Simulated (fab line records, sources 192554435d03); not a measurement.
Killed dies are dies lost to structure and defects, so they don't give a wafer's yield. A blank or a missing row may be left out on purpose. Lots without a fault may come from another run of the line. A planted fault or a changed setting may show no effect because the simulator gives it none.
Chamber matching | flow n5_finfet | N5_BEOL_M4_STRIP_66 on rie_diel-02: 4 sister chambers
The step strips in CF4. 4 wafers are shown with their chamber, then 11 later ones without.

WAFERS WITH THEIR CHAMBER
wafer  | chamber | showerhead_plenum_p_Torr (Torr)
L079.1 | 3       | 1.72
L087.2 | 0       | 1.70
L087.6 | 1       | 1.85
L093.1 | 2       | 1.86

WAFERS WITHOUT THEIR CHAMBER
wafer  | showerhead_plenum_p_Torr (Torr)
L093.4 | 1.70
L093.5 | 1.86
L096.1 | 1.71
L096.2 | 1.70
L096.3 | 1.86
L096.4 | 1.84
L096.5 | 1.70
L096.6 | 1.71
L097.3 | 1.71
L097.4 | 1.84
L097.5 | 1.70

WHICH CHAMBER EACH WENT THROUGH
wafer  | from the rows above     | in truth
L093.4 | 0                       | 0
L093.5 | can't be placed: 2 or 1 | 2
L096.1 | can't be placed: 0 or 3 | 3
L096.2 | 0                       | 0
L096.3 | can't be placed: 2 or 1 | 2
L096.4 | can't be placed: 1 or 2 | 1
L096.5 | 0                       | 0
L096.6 | can't be placed: 0 or 3 | 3
L097.3 | can't be placed: 0 or 3 | 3
L097.4 | can't be placed: 1 or 2 | 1
L097.5 | 0                       | 0
Placed correctly: 4 of 11. Can't be placed from these rows: 7 (the true chamber is among the candidates in 7). Placed wrongly: 0.
How it was worked out, from the rows above alone: a wafer's distance from a chamber is the root of the sum, over the readings, of the square of ((its reading less the chamber's mean) divided by the reading's scatter). The wafer belongs to the nearest chamber; if the next one is less than 2 further off, it can't be placed. A chamber's mean is the mean of its shown wafers. The scatter: with one shown wafer a chamber, the root of the mean of the squares of how far each hidden wafer lies from its nearest shown one.
